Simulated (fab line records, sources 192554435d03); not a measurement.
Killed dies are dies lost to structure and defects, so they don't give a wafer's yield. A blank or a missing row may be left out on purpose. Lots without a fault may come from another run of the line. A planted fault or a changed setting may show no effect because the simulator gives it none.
Chamber matching | flow n5_finfet | N5_BEOL_M0_SAQP_DESCUM_19 on rie_diel-04: 4 sister chambers
The step chemistry O2, time 7.9 s. 8 wafers are shown with their chamber, then 11 later ones without.

WAFERS WITH THEIR CHAMBER
wafer  | chamber | showerhead_plenum_p_Torr (Torr) | throttle_valve_pct (%)
L081.6 | 0       | 1.97                            | 20.51
L084.3 | 0       | 1.97                            | 20.53
L084.4 | 2       | 2.06                            | 20.26
L084.5 | 3       | 2.24                            | 20.58
L086.1 | 3       | 2.23                            | 20.59
L086.3 | 2       | 2.06                            | 20.24
L086.5 | 1       | 2.16                            | 20.65
L087.1 | 1       | 2.16                            | 20.64

WAFERS WITHOUT THEIR CHAMBER
wafer  | showerhead_plenum_p_Torr (Torr) | throttle_valve_pct (%)
L087.3 | 2.23                            | 20.58
L087.6 | 2.23                            | 20.59
L094.1 | 1.96                            | 20.53
L094.5 | 2.06                            | 20.28
L094.6 | 2.23                            | 20.59
L095.1 | 2.06                            | 20.28
L095.4 | 1.96                            | 20.54
L095.5 | 2.23                            | 20.61
L097.2 | 1.96                            | 20.56
L097.3 | 2.23                            | 20.63
L097.5 | 2.23                            | 20.62

WHICH CHAMBER EACH WENT THROUGH
wafer  | from the rows above | in truth
L087.3 | 3                   | 3
L087.6 | 3                   | 3
L094.1 | 0                   | 0
L094.5 | 2                   | 2
L094.6 | 3                   | 3
L095.1 | 2                   | 2
L095.4 | 0                   | 0
L095.5 | 3                   | 3
L097.2 | 0                   | 0
L097.3 | 3                   | 3
L097.5 | 3                   | 3
Placed correctly: 11 of 11. Can't be placed from these rows: 0. Placed wrongly: 0.
How it was worked out, from the rows above alone: a wafer's distance from a chamber is the root of the sum, over the readings, of the square of ((its reading less the chamber's mean) divided by the reading's scatter). The wafer belongs to the nearest chamber; if the next one is less than 2 further off, it can't be placed. A chamber's mean is the mean of its shown wafers. The scatter: the root of (the sum of the squares of (reading less its chamber's mean) over the shown wafers, divided by (wafers less chambers)).
